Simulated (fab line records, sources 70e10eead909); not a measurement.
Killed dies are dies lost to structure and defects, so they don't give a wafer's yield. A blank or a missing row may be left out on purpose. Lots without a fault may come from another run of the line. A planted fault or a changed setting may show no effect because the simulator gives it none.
Chamber matching | flow nand_harc | NHARC_A_DECK1_JOINT_DEP_16 on pecvd-01: 3 sister chambers
The step deposits SiO2, target thk 45 nm. 16 wafers are shown with their chamber, then 8 later ones without.

WAFERS WITH THEIR CHAMBER
wafer  | chamber | heater_power_w (W) | showerhead_vpp_V (V) | throttle_valve_pct (%)
L074.1 | 0       | 507                | 1803                 | 15.9
L074.3 | 1       | 713                | 1689                 | 15.9
L074.6 | 2       | 767                | 1745                 | 16.3
L075.2 | 0       | 517                | 1787                 | 15.5
L075.3 | 2       | 751                | 1792                 | 16.5
L075.4 | 1       | 681                | 1734                 | 15.9
L077.1 | 0       | 452                | 1778                 | 15.9
L077.4 | 0       | 435                | 1795                 | 15.6
L077.5 | 2       | 618                | 1796                 | 16.6
L079.2 | 1       | 700                | 1700                 | 15.5
L079.3 | 0       | 499                | 1819                 | 15.7
L079.5 | 1       | 691                | 1713                 | 15.2
L081.1 | 2       | 799                | 1763                 | 16.1
L081.2 | 0       | 474                | 1835                 | 15.7
L081.5 | 1       | 648                | 1705                 | 15.2
L086.2 | 0       | 481                | 1792                 | 15.8

SIGNATURES (means of the wafers above)
reading            | chamber 0 | chamber 1 | chamber 2 | scatter within a chamber
heater_power_w     | 480.71    | 686.60    | 733.75    | 45.4
showerhead_vpp_V   | 1801.29   | 1708.20   | 1774.00   | 20.1
throttle_valve_pct | 15.729    | 15.540    | 16.375    | 0.244
Rule: a wafer's distance from a chamber is the root of the sum, over the readings, of the square of ((its reading less the chamber's mean) divided by the reading's scatter). The wafer belongs to the nearest chamber; if the next one is less than 2 further off, it can't be placed. The scatter: the root of (the sum of the squares of (reading less its chamber's mean) over the shown wafers, divided by (wafers less chambers)).

WAFERS WITHOUT THEIR CHAMBER
wafer  | heater_power_w (W) | showerhead_vpp_V (V) | throttle_valve_pct (%)
L086.4 | 750                | 1712                 | 15.5
L086.5 | 459                | 1810                 | 15.8
L087.2 | 650                | 1720                 | 15.5
L087.3 | 456                | 1791                 | 15.5
L087.4 | 473                | 1802                 | 15.9
L092.2 | 739                | 1709                 | 15.3
L092.4 | 704                | 1740                 | 15.5
L092.6 | 491                | 1838                 | 15.8

WHICH CHAMBER EACH WENT THROUGH
wafer  | from the rows above | in truth
L086.4 | 1                   | 1
L086.5 | 0                   | 0
L087.2 | 1                   | 1
L087.3 | 0                   | 0
L087.4 | 0                   | 0
L092.2 | 1                   | 1
L092.4 | 1                   | 1
L092.6 | 0                   | 0
Placed correctly: 8 of 8. Can't be placed from these rows: 0. Placed wrongly: 0.
